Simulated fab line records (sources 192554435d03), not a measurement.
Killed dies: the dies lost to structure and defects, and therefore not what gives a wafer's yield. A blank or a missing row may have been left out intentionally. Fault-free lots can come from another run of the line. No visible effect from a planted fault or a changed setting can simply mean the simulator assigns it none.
Matching of chambers | flow n5Finfet | N5_BEOL_M10_DEP_56 on pecvd-01 has 3 sister chambers
The step deposits SiCN from 3MS/NH3, target thk 15 nm, time 26.5 s. 3 wafers are shown with their chamber, then 11 later ones without.

== WAFERS PAIRED WITH THEIR CHAMBERS ==
wafer  | chamber | showerheadPlenumPTorr (Torr)
L086.1 | 0       | 3.695
L086.2 | 1       | 3.668
L085.2 | 2       | 3.652

== WAFERS WITH NO CHAMBER GIVEN ==
wafer  | showerheadPlenumPTorr (Torr)
L085.4 | 3.637
L085.6 | 3.683
L090.1 | 3.692
L090.5 | 3.650
L090.6 | 3.663
L092.2 | 3.689
L092.4 | 3.683
L092.5 | 3.657
L093.2 | 3.697
L093.4 | 3.692
L093.6 | 3.649

== EACH ONE'S CHAMBER ==
wafer  | from the rows above     | in truth
L085.4 | 2                       | 2
L085.6 | can't be placed: 0 or 1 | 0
L090.1 | 0                       | 0
L090.5 | 2                       | 2
L090.6 | can't be placed: 1 or 2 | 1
L092.2 | can't be placed: 0 or 1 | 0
L092.4 | can't be placed: 0 or 1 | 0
L092.5 | can't be placed: 2 or 1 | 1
L093.2 | 0                       | 0
L093.4 | 0                       | 0
L093.6 | 2                       | 2
Placed correctly: 6 of 11. Not placeable from these rows: 5 (in 5, the candidates include the true chamber). Wrongly placed: 0.
How it was worked out, from the rows above alone: a wafer's distance from a chamber is the root of the sum, over the readings, of the square of ((its reading less the chamber's mean) divided by the reading's scatter). If the next closest chamber is less than 2 further off than the closest, the wafer can't be placed; otherwise it belongs to the closest. For every chamber, the mean is computed from those of its wafers that are shown. The scatter: with one shown wafer a chamber, the root of the mean of the squares of how far each hidden wafer lies from its nearest shown one.
